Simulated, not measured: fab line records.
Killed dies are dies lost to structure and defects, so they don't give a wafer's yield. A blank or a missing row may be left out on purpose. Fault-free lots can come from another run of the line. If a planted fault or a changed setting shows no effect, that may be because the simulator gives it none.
Matching of chambers | flow nand harc | NHARC_A_CONTACT_DEP_29 on pecvd-03: 3 sister chambers
The step deposits SiON, target thk 70 nm. 6 wafers are shown with their chamber, then 8 later ones without.

== WAFERS WITH THEIR CHAMBER ==
wafer  | chamber | heater power w (W)
L081.2 | 2       | 722
L081.4 | 1       | 746
L089.2 | 2       | 743
L089.3 | 0       | 573
L089.6 | 1       | 703
L093.1 | 0       | 648

== WAFERS WITH NO CHAMBER GIVEN ==
wafer  | heater power w (W)
L093.2 | 663
L093.5 | 660
L097.3 | 653
L097.4 | 664
L097.6 | 799
L095.1 | 824
L095.2 | 614
L095.6 | 657

== WHICH CHAMBER EACH ONE RAN IN ==
wafer  | from the rows above          | in truth
L093.2 | can't be placed: 0 or 1 or 2 | 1
L093.5 | can't be placed: 0 or 1 or 2 | 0
L097.3 | can't be placed: 0 or 1 or 2 | 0
L097.4 | can't be placed: 0 or 1 or 2 | 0
L097.6 | can't be placed: 2 or 1      | 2
L095.1 | can't be placed: 2 or 1      | 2
L095.2 | 0                            | 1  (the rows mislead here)
L095.6 | can't be placed: 0 or 1 or 2 | 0
Placed correctly: 0 of 8. From these rows, 7 cannot be placed; in 7 the true chamber is one of the candidates. 1 placed wrongly.
How it was worked out, from the rows above alone: a wafer's distance from a chamber is the root of the sum, over the readings, of the square of ((its reading less the chamber's mean) divided by the reading's scatter). If the next closest chamber is less than 2 further off than the closest, the wafer can't be placed; otherwise it belongs to the closest. A chamber's mean is the mean of its shown wafers. How the scatter is found: for the shown wafers, subtract from each reading the mean of its chamber, square and add these, divide the total by (wafers less chambers), then take the root.
